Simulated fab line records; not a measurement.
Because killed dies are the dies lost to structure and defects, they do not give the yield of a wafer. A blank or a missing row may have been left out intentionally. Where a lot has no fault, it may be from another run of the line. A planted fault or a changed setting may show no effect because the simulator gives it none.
Lot-split experiment :: flow n5 finfet :: on a route of 1938 steps: 7 lots, 21 wafers read

THE SPLIT
At N5_FIN_SAQP_PEB_14 (peb time 60 s), the setting peb time s was moved away from the recipe's 60 s on 10 of the 21 wafers read, by -22.3% to +15.2%. All remaining wafers had this setting at the recipe value.

SPLIT TO READING: what lies between them in the file, 1 step
- N5_FIN_SAQP_DEVELOP_15: develop time 30 s

THE READING
Shown in nm: cd nm at N5_FIN_SAQP_CD_MEAS_16, with target cd 35.6 nm. A value of 35.49 nm with a standard deviation of 0.29 nm is what fault-free wafers of this fab line usually give.

wafer: L078.1
tool, chamber at the split: litho track-01, 0
peb time s as run, s: 60
against the recipe: recipe
cd nm, nm: 35.66
against lot-mates on the recipe: -

wafer: L078.2
tool, chamber at the split: litho track-01, 0
peb time s as run, s: 60
against the recipe: recipe
cd nm, nm: 34.97
against lot-mates on the recipe: -

wafer: L078.3
tool, chamber at the split: litho track-01, 0
peb time s as run, s: 60
against the recipe: recipe
cd nm, nm: 34.98
against lot-mates on the recipe: -

wafer: L081.1
tool, chamber at the split: litho track-02, 0
peb time s as run, s: 60
against the recipe: recipe
cd nm, nm: 35.68
against lot-mates on the recipe: -

wafer: L081.4
tool, chamber at the split: litho track-02, 0
peb time s as run, s: 60
against the recipe: recipe
cd nm, nm: 35.50
against lot-mates on the recipe: -

wafer: L081.5
tool, chamber at the split: litho track-02, 0
peb time s as run, s: 60
against the recipe: recipe
cd nm, nm: 35.94
against lot-mates on the recipe: -

wafer: L082.1
tool, chamber at the split: litho track-04, 0
peb time s as run, s: 65.85
against the recipe: +9.7%
cd nm, nm: 33.71
against lot-mates on the recipe: -1.83

wafer: L082.2
tool, chamber at the split: litho track-04, 0
peb time s as run, s: 65.85
against the recipe: +9.7%
cd nm, nm: 33.85
against lot-mates on the recipe: -1.69

wafer: L082.3
tool, chamber at the split: litho track-04, 0
peb time s as run, s: 60
against the recipe: recipe
cd nm, nm: 35.54
against lot-mates on the recipe: -

wafer: L083.3
tool, chamber at the split: litho track-02, 0
peb time s as run, s: 60
against the recipe: recipe
cd nm, nm: 35.85
against lot-mates on the recipe: -

wafer: L083.4
tool, chamber at the split: litho track-02, 0
peb time s as run, s: 46.59
against the recipe: -22.3%
cd nm, nm: 39.49
against lot-mates on the recipe: +3.64

wafer: L083.6
tool, chamber at the split: litho track-02, 0
peb time s as run, s: 46.59
against the recipe: -22.3%
cd nm, nm: 39.71
against lot-mates on the recipe: +3.86

wafer: L090.1
tool, chamber at the split: litho track-01, 0
peb time s as run, s: 69.13
against the recipe: +15.2%
cd nm, nm: 34.06
against lot-mates on the recipe: -1.48

wafer: L090.3
tool, chamber at the split: litho track-01, 0
peb time s as run, s: 69.13
against the recipe: +15.2%
cd nm, nm: 33.46
against lot-mates on the recipe: -2.08

wafer: L090.6
tool, chamber at the split: litho track-01, 0
peb time s as run, s: 60
against the recipe: recipe
cd nm, nm: 35.54
against lot-mates on the recipe: -

wafer: L093.1
tool, chamber at the split: litho track-02, 0
peb time s as run, s: 49.08
against the recipe: -18.2%
cd nm, nm: 37.94
against lot-mates on the recipe: +2.54

wafer: L093.4
tool, chamber at the split: litho track-02, 0
peb time s as run, s: 49.08
against the recipe: -18.2%
cd nm, nm: 38.06
against lot-mates on the recipe: +2.66

wafer: L093.6
tool, chamber at the split: litho track-02, 0
peb time s as run, s: 60
against the recipe: recipe
cd nm, nm: 35.40
against lot-mates on the recipe: -

wafer: L095.2
tool, chamber at the split: litho track-04, 0
peb time s as run, s: 68.76
against the recipe: +14.6%
cd nm, nm: 33.54
against lot-mates on the recipe: -1.41

wafer: L095.3
tool, chamber at the split: litho track-04, 0
peb time s as run, s: 68.76
against the recipe: +14.6%
cd nm, nm: 33.87
against lot-mates on the recipe: -1.08

wafer: L095.5
tool, chamber at the split: litho track-04, 0
peb time s as run, s: 60
against the recipe: recipe
cd nm, nm: 34.95
against lot-mates on the recipe: -

FIT RESULTS
A straight line over all 21 wafers: cd nm changes by -0.151 nm for each +1% of peb time s; r = -0.97; the points scatter about the line by 0.44 nm.
The same after taking each lot's own level away (the mean of its wafers on the recipe; 21 wafers): -0.141 nm for each +1%; r = -0.97; scatter 0.39 nm.
On that fit, the largest move of peb time s shifts the reading by 3.2 nm.
Measured against the standard deviation above, the lots' own levels, which go from 34.950 to 35.850 nm, span 3.1 times it.
So the lot-to-lot level changes the slope little: the two slopes agree.
Check: +3.19 nm against its lot-mates is what the line predicts for one of the wafers moved furthest among these (-22.3%) when that wafer is left out of the fit. It came out at +3.64 nm against them.

OTHER SPLITS APPLIED TO THESE WAFERS
Other splits were also applied to these wafers ahead of the reading. Each is held against what the fit with the lots' levels taken away leaves over:
other split on the same wafers: N5_ZERO_LAYER_EXPOSE_08 dose mj
wafers away from the commonest value: 8
r with cd nm (lot level and that fit taken away): -0.38

other split on the same wafers: N5_ZERO_LAYER_DEVELOP_10 develop time s
wafers away from the commonest value: 7
r with cd nm (lot level and that fit taken away): +0.08

other split on the same wafers: N5_WELL_APT_PEB_06 peb temp c
wafers away from the commonest value: 4
r with cd nm (lot level and that fit taken away): -0.09

other split on the same wafers: N5_WELL_APT_DESCUM_13 time s
wafers away from the commonest value: 3
r with cd nm (lot level and that fit taken away): +0.05

other split on the same wafers: N5_FIN_SAQP_PECVD_06 time s
wafers away from the commonest value: 10
r with cd nm (lot level and that fit taken away): +0.49

FILE'S OWN FIT
cd nm changes by -0.141 nm for each +1% of peb time s, r = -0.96.
